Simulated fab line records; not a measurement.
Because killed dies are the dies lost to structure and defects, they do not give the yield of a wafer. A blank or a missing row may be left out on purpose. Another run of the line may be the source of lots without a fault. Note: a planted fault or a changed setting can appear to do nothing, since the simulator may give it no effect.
Lot-split experiment / flow n5_finfet / 7 lots, 21 wafers read, on a route of 1938 steps

THE SPLIT ITSELF
At N5_BEOL_M15_CMP_49 (polishes, stops on SiO2, t overpolish 4.9 s, target thk 850 nm), the setting down_force_psi was moved away from the recipe's 2 psi on 5 of the 21 wafers read, by -22.3% to +21.2%. For the rest of the wafers, this setting stayed at what the recipe calls for.

The reading comes from the split's own step.

THE READING
barrier_field_endpoint_s, in s, at N5_BEOL_M15_CMP_49 (polishes, stops on SiO2, t overpolish 4.9 s, target thk 850 nm). Typical for fault-free wafers on this fab line: 11.31 s, with standard deviation 0.26 s.

wafer=L074.1; tool, chamber at the split=cmp-03, 3; down_force_psi as run, psi=2.424; against the recipe=+21.2%; barrier_field_endpoint_s, s=9.27; against lot-mates on the recipe=-2.31
wafer=L074.3; tool, chamber at the split=cmp-03, 0; down_force_psi as run, psi=2; against the recipe=recipe; barrier_field_endpoint_s, s=11.58; against lot-mates on the recipe=-
wafer=L074.5; tool, chamber at the split=cmp-03, 3; down_force_psi as run, psi=2.424; against the recipe=+21.2%; barrier_field_endpoint_s, s=9.72; against lot-mates on the recipe=-1.86
wafer=L077.3; tool, chamber at the split=cmp-01, 0; down_force_psi as run, psi=2; against the recipe=recipe; barrier_field_endpoint_s, s=11.36; against lot-mates on the recipe=-
wafer=L077.1; tool, chamber at the split=cmp-01, 1; down_force_psi as run, psi=2; against the recipe=recipe; barrier_field_endpoint_s, s=11.29; against lot-mates on the recipe=-
wafer=L077.6; tool, chamber at the split=cmp-01, 0; down_force_psi as run, psi=2; against the recipe=recipe; barrier_field_endpoint_s, s=11.19; against lot-mates on the recipe=-
wafer=L079.1; tool, chamber at the split=cmp-04, 1; down_force_psi as run, psi=2; against the recipe=recipe; barrier_field_endpoint_s, s=10.82; against lot-mates on the recipe=-
wafer=L079.3; tool, chamber at the split=cmp-04, 2; down_force_psi as run, psi=2; against the recipe=recipe; barrier_field_endpoint_s, s=11.18; against lot-mates on the recipe=-
wafer=L079.6; tool, chamber at the split=cmp-04, 3; down_force_psi as run, psi=2; against the recipe=recipe; barrier_field_endpoint_s, s=11.06; against lot-mates on the recipe=-
wafer=L083.1; tool, chamber at the split=cmp-04, 1; down_force_psi as run, psi=2; against the recipe=recipe; barrier_field_endpoint_s, s=11.40; against lot-mates on the recipe=-
wafer=L083.6; tool, chamber at the split=cmp-04, 2; down_force_psi as run, psi=2; against the recipe=recipe; barrier_field_endpoint_s, s=11.56; against lot-mates on the recipe=-
wafer=L083.5; tool, chamber at the split=cmp-04, 3; down_force_psi as run, psi=1.87; against the recipe=-6.5%; barrier_field_endpoint_s, s=12.19; against lot-mates on the recipe=+0.71
wafer=L086.3; tool, chamber at the split=cmp-01, 2; down_force_psi as run, psi=1.554; against the recipe=-22.3%; barrier_field_endpoint_s, s=14.29; against lot-mates on the recipe=+2.95
wafer=L086.1; tool, chamber at the split=cmp-01, 3; down_force_psi as run, psi=2; against the recipe=recipe; barrier_field_endpoint_s, s=11.34; against lot-mates on the recipe=-
wafer=L086.2; tool, chamber at the split=cmp-01, 1; down_force_psi as run, psi=1.554; against the recipe=-22.3%; barrier_field_endpoint_s, s=15.17; against lot-mates on the recipe=+3.83
wafer=L087.1; tool, chamber at the split=cmp-03, 1; down_force_psi as run, psi=2; against the recipe=recipe; barrier_field_endpoint_s, s=11.44; against lot-mates on the recipe=-
wafer=L087.5; tool, chamber at the split=cmp-03, 3; down_force_psi as run, psi=2; against the recipe=recipe; barrier_field_endpoint_s, s=11.51; against lot-mates on the recipe=-
wafer=L087.6; tool, chamber at the split=cmp-03, 0; down_force_psi as run, psi=2; against the recipe=recipe; barrier_field_endpoint_s, s=11.40; against lot-mates on the recipe=-
wafer=L095.1; tool, chamber at the split=cmp-04, 0; down_force_psi as run, psi=2; against the recipe=recipe; barrier_field_endpoint_s, s=11.60; against lot-mates on the recipe=-
wafer=L095.4; tool, chamber at the split=cmp-04, 1; down_force_psi as run, psi=2; against the recipe=recipe; barrier_field_endpoint_s, s=11.32; against lot-mates on the recipe=-
wafer=L095.3; tool, chamber at the split=cmp-04, 2; down_force_psi as run, psi=2; against the recipe=recipe; barrier_field_endpoint_s, s=11.28; against lot-mates on the recipe=-

FIT RESULTS
A straight line over all 21 wafers: barrier_field_endpoint_s changes by -0.121 s for each +1% of down_force_psi; r = -0.95; the points scatter about the line by 0.38 s.
The same after taking each lot's own level away (the mean of its wafers on the recipe; 21 wafers): -0.126 s for each +1%; r = -0.97; scatter 0.31 s.
Per that fit: largest down_force_psi move, reading shift of 2.8 s.
Across the lots, their own levels run from 11.020 to 11.580 s, a range of 2.2 times the standard deviation given above.
The two slopes agree, so the slope changes little with the lot-to-lot level.
Check: +2.89 s against its lot-mates is what the line predicts for one of the wafers moved furthest among these (-22.3%) when that wafer is left out of the fit. Against them it came out at +2.95 s.
Tool readings at the split's step, against how far the setting was moved: barrier_field_endpoint_s r = -0.95.

THE OTHER SPLITS THESE WAFERS WENT THROUGH
Before the reading, these wafers also passed through other splits. Each is held against what the fit with the lots' levels taken away leaves over:
other split on the same wafers=N5_BEOL_M12_SPUTTER_43 power_w; wafers away from the commonest value=7; r with barrier_field_endpoint_s (lot level and that fit taken away)=+0.35
other split on the same wafers=N5_BEOL_M12_SPUTTER_44 time_s; wafers away from the commonest value=6; r with barrier_field_endpoint_s (lot level and that fit taken away)=-0.07

THE FILE'S OWN FIT
barrier_field_endpoint_s changes by -0.126 s for each +1% of down_force_psi, r = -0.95.
